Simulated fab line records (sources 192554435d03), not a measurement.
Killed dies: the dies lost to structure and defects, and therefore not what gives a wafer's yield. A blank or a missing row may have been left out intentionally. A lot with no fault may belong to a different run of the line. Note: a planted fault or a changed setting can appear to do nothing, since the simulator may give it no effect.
Chamber matching | flow n5_finfet | N5_BEOL_M2_ETCH_69 on rie_diel-02 has 4 sister chambers
The step etches SiARC in CF4, target depth 15.6 nm, time 26 s. 8 wafers are shown with their chamber, then 10 later ones without.

EACH WAFER AND ITS CHAMBER
wafer  | chamber | showerhead_plenum_p_Torr (Torr) | drypump_motor_current_A (A)
L080.2 | 3       | 2.12                            | 6.7
L080.6 | 3       | 2.12                            | 6.7
L081.1 | 0       | 2.19                            | 5.3
L081.4 | 2       | 2.25                            | 6.3
L083.1 | 2       | 2.25                            | 6.2
L083.6 | 1       | 2.11                            | 6.3
L091.4 | 1       | 2.10                            | 6.3
L091.5 | 0       | 2.19                            | 5.3

WAFERS WITHOUT THEIR CHAMBER
wafer  | showerhead_plenum_p_Torr (Torr) | drypump_motor_current_A (A)
L091.6 | 2.11                            | 6.7
L092.1 | 2.10                            | 6.3
L092.2 | 2.24                            | 6.2
L092.5 | 2.11                            | 6.7
L093.2 | 2.11                            | 6.7
L093.4 | 2.18                            | 5.3
L093.5 | 2.11                            | 6.7
L095.2 | 2.18                            | 5.3
L095.3 | 2.11                            | 6.7
L095.6 | 2.24                            | 6.2

CHAMBER TAKEN BY EACH
wafer  | from the rows above | in truth
L091.6 | 3                   | 3
L092.1 | 1                   | 1
L092.2 | 2                   | 2
L092.5 | 3                   | 3
L093.2 | 3                   | 3
L093.4 | 0                   | 0
L093.5 | 3                   | 3
L095.2 | 0                   | 0
L095.3 | 3                   | 3
L095.6 | 2                   | 2
Placed correctly: 10 of 10. Not placeable from these rows: 0. Wrongly placed: 0.
How it was worked out, from the rows above alone: a wafer's distance from a chamber is the root of the sum, over the readings, of the square of ((its reading less the chamber's mean) divided by the reading's scatter). If the next closest chamber is less than 2 further off than the closest, the wafer can't be placed; otherwise it belongs to the closest. Each chamber's mean is taken over the wafers shown for it. How the scatter is found: for the shown wafers, subtract from each reading the mean of its chamber, square and add these, divide the total by (wafers less chambers), then take the root.
